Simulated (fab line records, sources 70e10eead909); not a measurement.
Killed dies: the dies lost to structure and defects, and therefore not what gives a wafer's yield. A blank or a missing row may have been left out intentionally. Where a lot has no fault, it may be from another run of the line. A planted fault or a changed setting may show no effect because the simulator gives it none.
Comparing a struck lot with a sound one -- flow nand_harc -- 17 steps out of a route of 1302
Sound: the wafers L465.3, L465.4, L465.5. The struck wafers were L480.3, L480.4, L480.6. Last of all comes the cause.
At each step with rows: each side's tool, then ch and its chambers, then its first start. Under that, the readings that differ: sound wafers -- struck wafers -- difference of the means -- sigmas: that difference in standard deviations of wafers without a fault.
alike: a reading whose means differ by less than 2 such deviations, as well as words and numbers matching on both sides. not compared: withheld readings; readings where some wafer has no value; bounds like >300 that might hide an equal value; numbers whose values overlap and for which the record gives no deviation.
The two part at a step that has a row with sigmas, a row that says differs or no value, or rows on one side only. Numbers that don't overlap but have no deviation are shown without sigmas and don't part them. A reading that every wafer of one side lacks parts them only if that side has two wafers or more.

first, 1 step without rows for these wafers: NHARC_A_M1_ETCH_35 (etches the open film in N2/H2, target depth 40 nm, overetch 12 nm, time 43.94 s).
NHARC_A_M1_ETCH_15: etches the open film in C4F8/Ar, target depth 182.5 nm, time 91.2 s.
  sound: rie_diel-09 ch 0,3; struck: rie_diel-09 ch 0,2
  alike: chamber_pressure_mTorr, oes_product_au, rf_fwd_power_W, rf_vpp_V
  not compared: rf_hours_counter_h
NHARC_A_M1_CD_MEAS_16:
  sound: cd_sem-01 at day 24 00:38; struck: cd_sem-01 at day 30 09:33
  alike: cd_nm
then, 1 step without rows for these wafers: NHARC_A_M1_STRIP_18 (strips in N2/H2).
NHARC_A_M1_ETCH_28: etches the open film in CF4/N2, target depth 30 nm, time 72.99 s.
  sound: rie_diel-12 ch 0,2,3; struck: rie_diel-01 ch 0,3
reading,sound,struck,difference,sigmas
rf_vpp_V (V),317.4 316.3 315.1,311.1 312.7 312.1,-4.3,-2
showerhead_plenum_p_Torr (Torr),2.72 2.72 2.73,2.47 2.52 2.52,-0.22,-2
  alike: chamber_pressure_mTorr, drypump_motor_current_A, oes_product_au, rf_fwd_power_W, throttle_valve_pct
  not compared: rf_hours_counter_h
then, 2 steps without rows for these wafers: NHARC_A_M1_STRIP_19 (strips in post etch residue remover, time 600 s); NHARC_A_M1_DEGAS_29 (time 60 s).
NHARC_A_M1_PRE_CLEAN_30: time 30 s.
  sound on pvd_sputter-03; struck on pvd_sputter-01
  alike: heater_power_w
then, 1 step without rows for these wafers: NHARC_A_M1_PVD_20 (deposits TaN, target thk 5 nm, time 8.06 s).
NHARC_A_M1_PVD_21: deposits Cu, target thk 30 nm, time 20.49 s.
  sound on pvd_sputter-03; struck on pvd_sputter-01
  alike: throttle_valve_pct
then, 1 step without rows for these wafers: NHARC_A_M1_ECD_22 (material Cu, target thk 400 nm).
NHARC_A_M1_ANNEAL_31: time 90 s.
  sound on rtp_anneal-01 ch 0, day 24 02:17; struck on rtp_anneal-01 ch 0, day 30 11:06
  alike: wafer_temp_C_max
NHARC_A_M1_CMP_23: polishes, t overpolish 20 s, target thk 154.34 nm.
  sound on cmp-03 ch 2,3, day 24 02:32; struck on cmp-03 ch 0,1, day 30 11:20
reading,sound,struck,difference,sigmas
time_to_endpoint_s (s),33 30 30,38 37 38,+7,+2
  alike: motor_current_A
next, for these wafers, 1 step has no rows: NHARC_A_M1_SRD_25.
NHARC_A_M1_INSPECT_27:
  sound: defect_inspect-01 at day 24 03:01; struck: defect_inspect-02 at day 30 11:49
reading,sound,struck,difference,sigmas
raw_defect_count,608 346 839,5021 4868 4822,+4306,+33
then, 1 step without rows for these wafers: NHARC_A_M1_PRE_CLEAN_32 (time 12 s).
NHARC_END_SORT_01:
  sound on prober-01 ch 0, day 25 19:23; struck on prober-02 ch 0, day 32 00:34
reading,sound,struck,difference,sigmas
defect_limited_yield (%),90.4 92.2 91.7,0 0 0,-91,-33
killed_at_array,63 47 52,673 675 674,+620,+33
killed_dies,65 53 56,677 677 677,+619,+33
  alike: killed_at_other, killed_at_periphery, killed_open, killed_short

WHERE THEY PART
First at NHARC_A_M1_ETCH_28; last, within this record, at NHARC_END_SORT_01.

WHY: what the simulator had put in
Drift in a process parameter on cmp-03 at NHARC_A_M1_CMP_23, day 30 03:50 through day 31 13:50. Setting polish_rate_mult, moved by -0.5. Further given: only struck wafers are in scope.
